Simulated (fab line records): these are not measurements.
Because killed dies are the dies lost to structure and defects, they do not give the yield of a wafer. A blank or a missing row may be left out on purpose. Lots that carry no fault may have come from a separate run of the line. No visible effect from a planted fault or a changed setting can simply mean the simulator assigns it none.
Matching of chambers || flow n5Finfet || rieDiel-05 running N5_PASSIVATION_DESCUM_32: 3 sister chambers
The step chemistry O2, time 7.9 s. 3 wafers are shown with their chamber, then 6 later ones without.

WAFERS, EACH WITH ITS CHAMBER
{"wafer": "L879.1", "chamber": 2, "showerheadPlenumPTorr (Torr)": 2.11}
{"wafer": "L882.2", "chamber": 1, "showerheadPlenumPTorr (Torr)": 2.20}
{"wafer": "L882.4", "chamber": 0, "showerheadPlenumPTorr (Torr)": 2.24}

WAFERS WHOSE CHAMBER IS MISSING
{"wafer": "L882.5", "showerheadPlenumPTorr (Torr)": 2.19}
{"wafer": "L884.3", "showerheadPlenumPTorr (Torr)": 2.19}
{"wafer": "L884.4", "showerheadPlenumPTorr (Torr)": 2.11}
{"wafer": "L884.6", "showerheadPlenumPTorr (Torr)": 2.19}
{"wafer": "L893.1", "showerheadPlenumPTorr (Torr)": 2.10}
{"wafer": "L893.4", "showerheadPlenumPTorr (Torr)": 2.19}

WHICH CHAMBER EACH WENT THROUGH
{"wafer": "L882.5", "from the rows above": 1, "in truth": 1}
{"wafer": "L884.3", "from the rows above": 1, "in truth": 1}
{"wafer": "L884.4", "from the rows above": 2, "in truth": 2}
{"wafer": "L884.6", "from the rows above": 1, "in truth": 1}
{"wafer": "L893.1", "from the rows above": 2, "in truth": 2}
{"wafer": "L893.4", "from the rows above": 1, "in truth": 1}
6 of 6 placed correctly. From these rows, 0 cannot be placed. Number placed wrongly: 0.
How it was worked out, from the rows above alone: a wafer's distance from a chamber is the root of the sum, over the readings, of the square of ((its reading less the chamber's mean) divided by the reading's scatter). The wafer belongs to the nearest chamber; if the next one is less than 2 further off, it can't be placed. The mean given for a chamber averages the wafers shown for that chamber. The scatter: with one shown wafer a chamber, the root of the mean of the squares of how far each hidden wafer lies from its nearest shown one.
